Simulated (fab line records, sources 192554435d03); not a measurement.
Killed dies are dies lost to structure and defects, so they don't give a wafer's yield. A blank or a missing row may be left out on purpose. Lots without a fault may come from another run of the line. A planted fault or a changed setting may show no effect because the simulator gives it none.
One fault seen from 2 desks | flow n5_finfet | each desk has only its own numbers; what lay behind them comes last

THE TOOL OWNER'S DESK: pecvd-03
The tool's own readings at N5_BEOL_M4_DEP_57 (deposits SiCN from 3MS/NH3, target thk 8 nm, time 14 s): means of the sampled wafers that have a number, for each lot that ran on this tool. A lot is out of limits, marked OUT, if its mean lies more than 4 standard deviations from the usual mean; the brackets give that distance.
Columns: A = chamber_pressure_Torr at N5_BEOL_M4_DEP_57, usual 3.000 Torr; B = showerhead_plenum_p_Torr at N5_BEOL_M4_DEP_57, usual 3.658 Torr; C = throttle_valve_pct at N5_BEOL_M4_DEP_57, usual 9.0 %
lot  | first seen here | A     | B     | C
L968 | day 10 03:42    | 3.006 | 3.654 | 9.2
L969 | day 10 21:47    | 3.003 | 3.652 | 9.1
L978 | day 15 10:22    | 3.000 | 3.646 | 9.0
L979 | day 15 18:46    | 3.001 | 3.665 | 9.1
This desk's finding: nothing out of limits on any of the 4 lots.

THE METROLOGY DESK
What the gauges read, lot by lot, whatever tool the lot ran on: means of the sampled wafers that have a number. A lot is out of limits, marked OUT, if its mean lies more than 4 standard deviations from the usual mean; the brackets give that distance. Of its 12 readings 7 are shown: those that lie furthest out on some lot.
Columns: A = M4_THK at N5_BEOL_M4_THK_MEAS_53, usual 39.3 nm; B = DIBL_N at N5_BEOL_M4_RC_MEAS_101, usual 36.3 mV/V; C = DIBL_P at N5_BEOL_M4_RC_MEAS_101, usual 36.3 mV/V; D = IOFF_N at N5_BEOL_M4_RC_MEAS_101, usual 0.155 nA/um; E = IOFF_P at N5_BEOL_M4_RC_MEAS_101, usual 0.211 nA/um; F = SS_N at N5_BEOL_M4_RC_MEAS_101, usual 71.5 mV/dec; G = VT_P at N5_BEOL_M4_RC_MEAS_101, usual -249.8 mV
lot  | first seen here | A    | B    | C    | D     | E     | F    | G
L968 | day 10 03:26    | 38.3 | 36.2 | 37.7 | 0.151 | 0.234 | 71.4 | -248.4
L969 | day 10 21:36    | 40.8 | 36.8 | 36.8 | 0.159 | 0.251 | 71.6 | -247.6
L978 | day 15 10:10    | 38.7 | 37.3 | 37.1 | 0.160 | 0.244 | 72.8 | -246.8
L979 | day 15 18:31    | 39.3 | 34.8 | 34.2 | 0.138 | 0.217 | 71.2 | -245.4
L986 | day 16 07:53    | 39.9 | 36.1 | 38.3 | 0.184 | 0.260 | 71.6 | -246.3
L987 | day 17 16:29    | 40.7 | 35.9 | 35.1 | 0.159 | 0.206 | 72.2 | -249.9
This desk's finding: nothing out of limits on any of the 6 lots.

PUT TOGETHER
The tool owner's desk saw nothing out of limits.
The metrology desk saw nothing out of limits.

WHAT THE SIMULATOR HAD PUT IN
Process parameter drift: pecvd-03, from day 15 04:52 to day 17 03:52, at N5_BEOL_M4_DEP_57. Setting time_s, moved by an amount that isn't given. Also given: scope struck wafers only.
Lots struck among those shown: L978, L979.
